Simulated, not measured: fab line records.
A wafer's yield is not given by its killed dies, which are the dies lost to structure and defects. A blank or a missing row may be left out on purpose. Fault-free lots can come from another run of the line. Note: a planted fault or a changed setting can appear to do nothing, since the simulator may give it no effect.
Matching of chambers || flow n5Finfet || N5_FIN_SAQP_DESCUM_21 on rieDiel-01: 4 sister chambers
The step chemistry O2, time 7.9 s. 8 wafers are shown with their chamber, then 7 later ones without.

== WAFERS WITH THEIR CHAMBER ==
{"wafer": "L074.2", "chamber": 2, "showerheadPlenumPTorr (Torr)": 1.98, "throttleValvePct (%)": 20.69}
{"wafer": "L076.1", "chamber": 2, "showerheadPlenumPTorr (Torr)": 1.97, "throttleValvePct (%)": 20.70}
{"wafer": "L077.5", "chamber": 0, "showerheadPlenumPTorr (Torr)": 2.18, "throttleValvePct (%)": 20.40}
{"wafer": "L078.2", "chamber": 1, "showerheadPlenumPTorr (Torr)": 2.02, "throttleValvePct (%)": 20.41}
{"wafer": "L078.3", "chamber": 3, "showerheadPlenumPTorr (Torr)": 2.15, "throttleValvePct (%)": 20.13}
{"wafer": "L078.5", "chamber": 3, "showerheadPlenumPTorr (Torr)": 2.15, "throttleValvePct (%)": 20.16}
{"wafer": "L080.1", "chamber": 1, "showerheadPlenumPTorr (Torr)": 2.02, "throttleValvePct (%)": 20.40}
{"wafer": "L080.2", "chamber": 0, "showerheadPlenumPTorr (Torr)": 2.18, "throttleValvePct (%)": 20.40}

== WAFERS WHOSE CHAMBER IS MISSING ==
{"wafer": "L080.4", "showerheadPlenumPTorr (Torr)": 1.97, "throttleValvePct (%)": 20.71}
{"wafer": "L088.1", "showerheadPlenumPTorr (Torr)": 2.17, "throttleValvePct (%)": 20.42}
{"wafer": "L088.3", "showerheadPlenumPTorr (Torr)": 2.14, "throttleValvePct (%)": 20.19}
{"wafer": "L088.6", "showerheadPlenumPTorr (Torr)": 2.01, "throttleValvePct (%)": 20.44}
{"wafer": "L091.2", "showerheadPlenumPTorr (Torr)": 2.17, "throttleValvePct (%)": 20.42}
{"wafer": "L091.3", "showerheadPlenumPTorr (Torr)": 2.14, "throttleValvePct (%)": 20.19}
{"wafer": "L091.5", "showerheadPlenumPTorr (Torr)": 2.17, "throttleValvePct (%)": 20.42}

== EACH ONE'S CHAMBER ==
{"wafer": "L080.4", "from the rows above": 2, "in truth": 2}
{"wafer": "L088.1", "from the rows above": 0, "in truth": 0}
{"wafer": "L088.3", "from the rows above": 3, "in truth": 3}
{"wafer": "L088.6", "from the rows above": 1, "in truth": 1}
{"wafer": "L091.2", "from the rows above": 0, "in truth": 0}
{"wafer": "L091.3", "from the rows above": 3, "in truth": 3}
{"wafer": "L091.5", "from the rows above": 0, "in truth": 0}
7 of 7 placed correctly. Left unplaced by these rows: 0. 0 placed wrongly.
How it was worked out, from the rows above alone: a wafer's distance from a chamber is the root of the sum, over the readings, of the square of ((its reading less the chamber's mean) divided by the reading's scatter). The wafer belongs to the nearest chamber; if the next one is less than 2 further off, it can't be placed. The mean given for a chamber averages the wafers shown for that chamber. The scatter: take each reading less its chamber's mean, square it, sum over the shown wafers, divide by the number of wafers less the number of chambers, and take the root.
